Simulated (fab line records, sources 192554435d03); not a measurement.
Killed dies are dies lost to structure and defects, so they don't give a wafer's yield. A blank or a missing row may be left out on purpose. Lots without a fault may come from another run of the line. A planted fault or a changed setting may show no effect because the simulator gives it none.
Which tool did it? | flow n5_finfet | 24 lots, 72 wafers sampled, at 5 steps of a route of 1938

WHAT THE GAUGES READ, wafer by wafer
N5_STI_FIN_REVEAL_FIN_H_MEAS_10. Usual: trench_depth_nm 52.1 nm, standard deviation 0.77.
lot  | measured    | on     | trench_depth_nm (nm) | flag
L074 | day 2 12:52 | ocd-02 | 51.3 52.2 50.9       |
L075 | day 2 17:55 | ocd-02 | 51.5 52.0 51.4       |
L076 | day 3 02:35 | ocd-01 | 51.5 51.0 51.8       |
L077 | day 3 10:15 | ocd-01 | 52.0 51.1 51.4       |
L078 | day 3 13:34 | ocd-01 | 53.3 51.6 52.8       |
L079 | day 3 19:45 | ocd-02 | 54.5 52.9 54.0       |
L080 | day 4 00:36 | ocd-01 | 51.5 51.7 51.9       |
L081 | day 4 07:44 | ocd-02 | 51.7 51.1 51.1       |
L082 | day 4 13:47 | ocd-01 | 52.4 51.7 53.0       |
L083 | day 4 19:45 | ocd-02 | 50.3 51.6 51.5       |
L084 | day 5 00:50 | ocd-01 | 53.8 52.3 53.4       |
L085 | day 5 09:14 | ocd-01 | 52.2 52.1 50.9       |
L086 | day 5 14:53 | ocd-01 | 51.9 52.3 51.6       |
L087 | day 5 19:53 | ocd-02 | 50.4 52.4 51.0       |
L088 | day 6 01:10 | ocd-02 | 52.3 52.8 52.8       |
L089 | day 6 06:53 | ocd-02 | 51.6 52.0 51.4       |
L090 | day 6 13:25 | ocd-01 | 52.2 52.5 51.4       |
L091 | day 6 17:40 | ocd-01 | 53.1 52.5 52.2       |
L092 | day 7 03:19 | ocd-02 | 50.8 52.7 50.9       |
L093 | day 7 08:18 | ocd-01 | 52.2 51.5 51.7       |
L094 | day 7 20:26 | ocd-01 | 51.6 50.8 51.8       |
L095 | day 7 23:19 | ocd-01 | 52.8 52.1 53.1       |
L096 | day 8 03:46 | ocd-01 | 52.0 52.2 53.4       |
L097 | day 8 07:37 | ocd-01 | 52.9 51.7 53.6       |

WHICH TOOL RAN EACH LOT (tool, then ch and the chambers of the sampled wafers, then the start)
lot  | N5_FIN_CUT_CUT_ETCH_15          | N5_STI_FIN_REVEAL_ALD_00         | N5_STI_FIN_REVEAL_ALD_14         | N5_STI_FIN_REVEAL_CMP_04
L074 | rie_si-06 ch 0,3, day 2 03:55   | ald_sin-04 ch 0,2,3, day 2 04:16 | ald_sin-04 ch 0,2,3, day 2 04:19 | cmp-02 ch 0,3, day 2 09:21
L075 | rie_si-02 ch 1,2, day 2 08:54   | ald_sin-04 ch 1,3, day 2 09:18   | ald_sin-04 ch 1,3, day 2 09:21   | cmp-01 ch 0,1, day 2 14:26
L076 | rie_si-06 ch 1,3, day 2 16:56   | ald_sin-02 ch 1,2, day 2 17:16   | ald_sin-02 ch 1,2, day 2 17:19   | cmp-03 ch 1,3, day 2 23:09
L077 | rie_si-06 ch 1,3, day 3 00:34   | ald_sin-04 ch 0,1, day 3 00:54   | ald_sin-04 ch 0,1, day 3 00:57   | cmp-01 ch 0,2, day 3 06:38
L078 | rie_si-06 ch 1,2,3, day 3 03:10 | ald_sin-04 ch 1,2,3, day 3 03:30 | ald_sin-04 ch 1,2,3, day 3 03:32 | cmp-02 ch 0,3, day 3 09:37
L079 | rie_si-06 ch 1,2,3, day 3 09:49 | ald_sin-02 ch 0,2,3, day 3 10:09 | ald_sin-02 ch 0,2,3, day 3 10:12 | cmp-02 ch 0,1,3, day 3 15:21
L080 | rie_si-05 ch 0,2,3, day 3 15:37 | ald_sin-02 ch 0,1,2, day 3 15:56 | ald_sin-02 ch 0,1,2, day 3 15:59 | cmp-03 ch 0,3, day 3 21:02
L081 | rie_si-06 ch 1,2,3, day 3 22:19 | ald_sin-01 ch 0,1,3, day 3 22:37 | ald_sin-01 ch 0,1,3, day 3 22:40 | cmp-01 ch 0,1, day 4 03:46
L082 | rie_si-06 ch 0,3, day 4 03:47   | ald_sin-01 ch 2,3, day 4 04:37   | ald_sin-01 ch 2,3, day 4 04:40   | cmp-02 ch 1,2,3, day 4 09:47
L083 | rie_si-06 ch 0,1,3, day 4 10:38 | ald_sin-01 ch 0,2,3, day 4 10:58 | ald_sin-01 ch 0,2,3, day 4 11:01 | cmp-03 ch 1,2,3, day 4 16:04
L084 | rie_si-06 ch 0,1,3, day 4 15:45 | ald_sin-01 ch 0,2,3, day 4 16:05 | ald_sin-01 ch 0,2,3, day 4 16:08 | cmp-03 ch 0,1,3, day 4 21:12
L085 | rie_si-02 ch 1,2,3, day 5 00:11 | ald_sin-02 ch 0,1,3, day 5 00:34 | ald_sin-02 ch 0,1,3, day 5 00:37 | cmp-01 ch 1,2,3, day 5 05:40
L086 | rie_si-06 ch 0,1,3, day 5 03:26 | ald_sin-02 ch 1,2,3, day 5 05:16 | ald_sin-02 ch 1,2,3, day 5 05:19 | cmp-03 ch 0,1, day 5 10:24
L087 | rie_si-05 ch 1,2,3, day 5 10:32 | ald_sin-02 ch 0,1,3, day 5 10:52 | ald_sin-02 ch 0,1,3, day 5 10:55 | cmp-02 ch 1,2, day 5 15:58
L088 | rie_si-02 ch 1,2,3, day 5 15:35 | ald_sin-04 ch 1,3, day 5 16:01   | ald_sin-04 ch 1,3, day 5 16:04   | cmp-03 ch 1,2,3, day 5 21:06
L089 | rie_si-05 ch 0,3, day 5 21:34   | ald_sin-04 ch 0,1,2, day 5 21:54 | ald_sin-04 ch 0,1,2, day 5 21:57 | cmp-01 ch 2,3, day 6 02:59
L090 | rie_si-02 ch 1,2,3, day 6 03:47 | ald_sin-02 ch 0,2, day 6 04:43   | ald_sin-02 ch 0,2, day 6 04:46   | cmp-02 ch 1,2,3, day 6 09:55
L091 | rie_si-06 ch 0,1,2, day 6 08:44 | ald_sin-01 ch 0,1,2, day 6 09:04 | ald_sin-01 ch 0,1,2, day 6 09:06 | cmp-02 ch 0,1, day 6 14:12
L092 | rie_si-02 ch 0,2,3, day 6 15:49 | ald_sin-01 ch 1,2, day 6 18:26   | ald_sin-01 ch 1,2, day 6 18:29   | cmp-02 ch 2,3, day 6 23:32
L093 | rie_si-05 ch 0,1,2, day 6 22:34 | ald_sin-01 ch 1,2,3, day 6 23:44 | ald_sin-01 ch 1,2,3, day 6 23:47 | cmp-01 ch 1,2, day 7 04:49
L094 | rie_si-06 ch 0,2, day 7 08:44   | ald_sin-01 ch 0,1,3, day 7 11:50 | ald_sin-01 ch 0,1,3, day 7 11:53 | cmp-01 ch 1,3, day 7 16:58
L095 | rie_si-02 ch 0,2,3, day 7 14:25 | ald_sin-04 ch 1,2, day 7 14:44   | ald_sin-04 ch 1,2, day 7 14:47   | cmp-02 ch 1,2,3, day 7 19:50
L096 | rie_si-02 ch 1,2, day 7 18:49   | ald_sin-02 ch 0,1,2, day 7 19:08 | ald_sin-02 ch 0,1,2, day 7 19:11 | cmp-03 ch 2,3, day 8 00:14
L097 | rie_si-02 ch 0,1,3, day 7 22:23 | ald_sin-01 ch 0,2, day 7 22:50   | ald_sin-01 ch 0,2, day 7 22:53   | cmp-02 ch 0,2,3, day 8 04:00
- N5_FIN_CUT_CUT_ETCH_15: etches Si in HBr/Cl2/O2, target depth 100 nm, bt time 10 s, time 42.4 s.
- N5_STI_FIN_REVEAL_ALD_00: deposits SiO2, target thk 1 nm, pulse time 1 s.
- N5_STI_FIN_REVEAL_ALD_14: deposits Si3N4, target thk 3 nm.
- N5_STI_FIN_REVEAL_CMP_04: polishes, stops on Si3N4, t overpolish 4 s, target thk 131.83 nm.

WHAT THE TOOLS THEMSELVES READ (means of the sampled wafers that have a number; where no wafer has one, the mark that the record gives instead)
N5_FIN_CUT_CUT_ETCH_15. Usual: chamber_pressure_mTorr 10.000 mTorr, standard deviation 0.0085; drypump_motor_current_A 5.8 A, standard deviation 0.48; he_backside_leak_sccm 2.67 sccm, standard deviation 0.26; oes_product_au 0.995 a.u., standard deviation 0.011; throttle_valve_pct 37.1 %, standard deviation 0.32.
lot  | tool      | chamber_pressure_mTorr (mTorr) | drypump_motor_current_A (A) | he_backside_leak_sccm (sccm) | oes_product_au (a.u.) | throttle_valve_pct (%) | flag
L074 | rie_si-06 | 10.005                         | 6.4                         | 3.16                         | 1.005                 | 37.1                   |
L075 | rie_si-02 | 10.009                         | 5.3                         | 2.87                         | 1.001                 | 37.5                   |
L076 | rie_si-06 | 10.001                         | 5.7                         | 2.87                         | 1.000                 | 36.9                   |
L077 | rie_si-06 | 9.996                          | 5.7                         | 2.72                         | 0.999                 | 36.9                   |
L078 | rie_si-06 | 10.000                         | 5.9                         | 2.60                         | 0.997                 | 36.9                   |
L079 | rie_si-06 | 9.999                          | 5.9                         | 2.69                         | 0.990                 | 36.9                   |
L080 | rie_si-05 | 10.008                         | 5.4                         | 2.65                         | 0.987                 | 37.4                   |
L081 | rie_si-06 | 10.000                         | 5.9                         | 2.68                         | 0.994                 | 36.9                   |
L082 | rie_si-06 | 9.999                          | 6.1                         | 2.76                         | 0.991                 | 37.0                   |
L083 | rie_si-06 | 9.999                          | 6.0                         | 2.73                         | 0.998                 | 37.1                   |
L084 | rie_si-06 | 10.001                         | 6.0                         | 2.81                         | 1.000                 | 37.0                   |
L085 | rie_si-02 | 9.998                          | 5.5                         | 2.72                         | 0.995                 | 37.4                   |
L086 | rie_si-06 | 9.997                          | 6.0                         | 2.83                         | 1.002                 | 37.1                   |
L087 | rie_si-05 | 10.014                         | 5.3                         | 2.75                         | 0.990                 | 37.2                   |
L088 | rie_si-02 | 10.003                         | 5.5                         | 2.59                         | 0.993                 | 37.4                   |
L089 | rie_si-05 | 10.003                         | 5.8                         | 2.71                         | 1.003                 | 37.7                   |
L090 | rie_si-02 | 9.996                          | 5.5                         | 2.58                         | 0.991                 | 37.4                   |
L091 | rie_si-06 | 10.010                         | 6.2                         | 2.67                         | 0.987                 | 37.1                   |
L092 | rie_si-02 | 9.996                          | 5.6                         | 2.72                         | 0.988                 | 37.1                   |
L093 | rie_si-05 | 9.990                          | 5.5                         | 2.60                         | 0.994                 | 37.1                   |
L094 | rie_si-06 | 10.006                         | 6.6                         | 2.75                         | 0.986                 | 37.1                   |
L095 | rie_si-02 | 10.003                         | 5.6                         | 2.67                         | 0.993                 | 37.1                   |
L096 | rie_si-02 | 10.002                         | 5.3                         | 2.84                         | 1.004                 | 37.5                   |
L097 | rie_si-02 | 9.993                          | 5.7                         | 2.56                         | 0.994                 | 37.1                   |

N5_STI_FIN_REVEAL_ALD_00. Usual: heater_power_w 467 W, standard deviation 46; precursor_pulse_height_rel 1.001, standard deviation 0.02.
lot  | tool       | heater_power_w (W) | precursor_pulse_height_rel | flag
L074 | ald_sin-04 | 482                | 1.013                      |
L075 | ald_sin-04 | 529                | 0.998                      |
L076 | ald_sin-02 | 476                | 1.007                      |
L077 | ald_sin-04 | 500                | 0.984                      |
L078 | ald_sin-04 | 516                | 0.991                      |
L079 | ald_sin-02 | 432                | 1.031                      |
L080 | ald_sin-02 | 456                | 0.995                      |
L081 | ald_sin-01 | 456                | 1.015                      |
L082 | ald_sin-01 | 486                | 1.006                      |
L083 | ald_sin-01 | 493                | 1.013                      |
L084 | ald_sin-01 | 490                | 1.011                      |
L085 | ald_sin-02 | 439                | 1.013                      |
L086 | ald_sin-02 | 459                | 1.009                      |
L087 | ald_sin-02 | 434                | 1.008                      |
L088 | ald_sin-04 | 533                | 0.989                      |
L089 | ald_sin-04 | 497                | 0.997                      |
L090 | ald_sin-02 | 423                | 1.007                      |
L091 | ald_sin-01 | 450                | 1.035                      |
L092 | ald_sin-01 | 433                | 0.999                      |
L093 | ald_sin-01 | 449                | 0.996                      |
L094 | ald_sin-01 | 462                | 1.014                      |
L095 | ald_sin-04 | 527                | 0.994                      |
L096 | ald_sin-02 | 454                | 1.012                      |
L097 | ald_sin-01 | 472                | 0.990                      |

N5_STI_FIN_REVEAL_ALD_14. Usual: heater_power_w 835 W, standard deviation 82.
lot  | tool       | heater_power_w (W) | flag
L074 | ald_sin-04 | 853                |
L075 | ald_sin-04 | 930                |
L076 | ald_sin-02 | 856                |
L077 | ald_sin-04 | 882                |
L078 | ald_sin-04 | 918                |
L079 | ald_sin-02 | 775                |
L080 | ald_sin-02 | 823                |
L081 | ald_sin-01 | 825                |
L082 | ald_sin-01 | 860                |
L083 | ald_sin-01 | 865                |
L084 | ald_sin-01 | 855                |
L085 | ald_sin-02 | 762                |
L086 | ald_sin-02 | 817                |
L087 | ald_sin-02 | 783                |
L088 | ald_sin-04 | 958                |
L089 | ald_sin-04 | 885                |
L090 | ald_sin-02 | 774                |
L091 | ald_sin-01 | 799                |
L092 | ald_sin-01 | 762                |
L093 | ald_sin-01 | 804                |
L094 | ald_sin-01 | 818                |
L095 | ald_sin-04 | 935                |
L096 | ald_sin-02 | 813                |
L097 | ald_sin-01 | 841                |

N5_STI_FIN_REVEAL_CMP_04. Usual: motor_current_A 8.4 A, standard deviation 0.95; overpolish_run_s 4.000 s, standard deviation 0.0086; time_to_endpoint_s 107 s, standard deviation 4.4.
lot  | tool   | motor_current_A (A) | overpolish_run_s (s) | time_to_endpoint_s (s) | flag
L074 | cmp-02 | 9.6                 | 4.003                | 103                    |
L075 | cmp-01 | 8.1                 | 3.994                | 108                    |
L076 | cmp-03 | 8.0                 | 4.003                | 102                    |
L077 | cmp-01 | 7.7                 | 3.999                | 109                    |
L078 | cmp-02 | 9.6                 | 4.006                | 102                    |
L079 | cmp-02 | 9.4                 | 3.991                | 106                    |
L080 | cmp-03 | 7.5                 | 4.006                | 107                    |
L081 | cmp-01 | 8.3                 | 4.007                | 116                    |
L082 | cmp-02 | 8.8                 | 3.997                | 104                    |
L083 | cmp-03 | 8.2                 | 3.998                | 106                    |
L084 | cmp-03 | 7.8                 | 3.998                | 105                    |
L085 | cmp-01 | 8.0                 | 4.002                | 112                    |
L086 | cmp-03 | 7.5                 | 4.010                | 108                    |
L087 | cmp-02 | 8.3                 | 4.003                | 101                    |
L088 | cmp-03 | 8.1                 | 4.000                | 105                    |
L089 | cmp-01 | 7.0                 | 4.001                | 112                    |
L090 | cmp-02 | 9.0                 | 4.002                | 104                    |
L091 | cmp-02 | 8.6                 | 3.990                | 109                    |
L092 | cmp-02 | 9.7                 | 4.003                | 105                    |
L093 | cmp-01 | 7.5                 | 4.000                | 98                     |
L094 | cmp-01 | 8.0                 | 4.005                | 103                    |
L095 | cmp-02 | 9.3                 | 4.002                | 111                    |
L096 | cmp-03 | 8.0                 | 4.001                | 111                    |
L097 | cmp-02 | 9.2                 | 3.993                | 111                    |

THE ANSWER, worked out from the rows above alone
Rule: a lot is off if the mean of its wafers that have a number lies more than 3 standard deviations from the usual mean. A lot without any number at a reading at which 4 lots or more have one is off too. The other lots that the step has rows for count as sound. The gauges are gone through in route order, then the tools' own readings, and for those a lot's mean is taken as printed above. The first step at which some lot is off is used, and at that step the reading that is off furthest; a lot without a number counts as furthest.
No lot is off at any reading shown: from this, nothing can be told.

WHAT THE SIMULATOR HAD PUT IN
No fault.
